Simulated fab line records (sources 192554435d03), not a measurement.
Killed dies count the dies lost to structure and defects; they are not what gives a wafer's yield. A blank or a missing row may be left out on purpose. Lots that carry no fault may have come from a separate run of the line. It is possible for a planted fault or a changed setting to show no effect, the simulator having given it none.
Problem report in the 8D (eight disciplines) form, filled by code ; flow n5Finfet ; the parts of the form that need people (team, actions taken, sign-off) are left out

## 1. PROBLEM STATEMENT
Wafers with no fault read 149.9 W with a standard deviation of 0.47, whereas biasW at N5_BEOL_M12_ETCH_59 reads a mean of 114.6 W on 1 wafer of 1 lot. That is -75 standard deviations from the usual mean.
The step: etches BARC in N2/H2, target depth 89 nm, overetch 26.7 nm, time 67.9 s.
First observed at day 13 15:01: wafer L853.6, on rieDiel-05. Wafers with a number at this step in the record: 33, from 11 lots. Rule for "out" (also "out of limits"): further than 4 standard deviations from the usual mean. The rest of the wafers with a number are treated as sound.

## 2. WHAT IT IS, WHAT IT ISN'T
question;is;is not
which readings at this step;biasW, rfVppV;drypumpMotorCurrentA, oesProductAu, showerheadPlenumPTorr, throttleValvePct
which lots;L853;L843, L846, L849, L852, L859, L861, L862, L863, L864, L865
which wafers of those lots;L853.6;L853.1, L853.2
read on which tools;rieDiel-05;rieDiel-01, rieDiel-03
when;from day 13 15:01;"up to then (11 sound wafers); but 21 sound wafers of L852, L859, L861, L862, L863, L864, L865 came after"

## 3. SUSPECTS, AND WHAT RULES EACH OUT
Counting: if a tool at a process step up to the reading ran every lot that is out, it stays a suspect. Sound lots after the first of them don't rule it out here, since some wafers of a struck lot are sound.
- cmp-02 at N5_BEOL_M11_CMP_52 (polishes, stops on SiCOH lowk, t overpolish 7 s, target thk 140 nm): kept. It ran the lot that is out, L853 (day 13 13:59).
- rieDiel-05 at N5_BEOL_M12_ETCH_59 (etches BARC in N2/H2, target depth 89 nm, overetch 26.7 nm, time 67.9 s): kept. It ran the lot that is out, L853 (day 13 15:01); its last sound lot up to then is L843 (day 12 22:44). Its own readings are out on those wafers: biasW, rfVppV.
- At N5_BEOL_M11_CMP_52, inside cmp-02: chamber 1 took the wafers that are out, while their sound lot-mates went through chambers 0, 2.
- At N5_BEOL_M12_ETCH_59, inside rieDiel-05: chamber 0 took the wafers that are out, while their sound lot-mates went through chambers 1, 2.
Remaining after the count are cmp-02 at N5_BEOL_M11_CMP_52 and rieDiel-05 at N5_BEOL_M12_ETCH_59.

## 4. THE CAUSE (what the simulator had put in)
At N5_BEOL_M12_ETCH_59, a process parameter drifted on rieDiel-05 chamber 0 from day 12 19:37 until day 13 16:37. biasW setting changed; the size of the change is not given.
Counting leaves 2 suspects; this tool is one of them.

## 5. THE CHAIN OF EFFECTS, in route order
One row per reading whose mean, taken over the struck wafers that have a number, lies over 3 standard deviations from the usual. Readings are gone through only where the record gives a usual standard deviation; hours: the median, over the lots, of the time from a lot's start at the first step in this table giving one to that lot's start at this step; sigmas: the change measured in usual standard deviations.
hours;step;reading;usual;on struck wafers;change;sigmas
0;N5_BEOL_M12_ETCH_59;biasW;149.9 W;114.6;-35.3;-75
0;N5_BEOL_M12_ETCH_59;rfVppV;525.3 V;436.4;-88.9;-34
It contains these process steps:
- N5_BEOL_M12_ETCH_59: etches BARC in N2/H2, target depth 89 nm, overetch 26.7 nm, time 67.9 s.

## 6. WHAT WOULD HAVE CAUGHT IT SOONER
First out-of-limits reading in this record: day 13 15:01, which is 19 hours after fault onset at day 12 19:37.
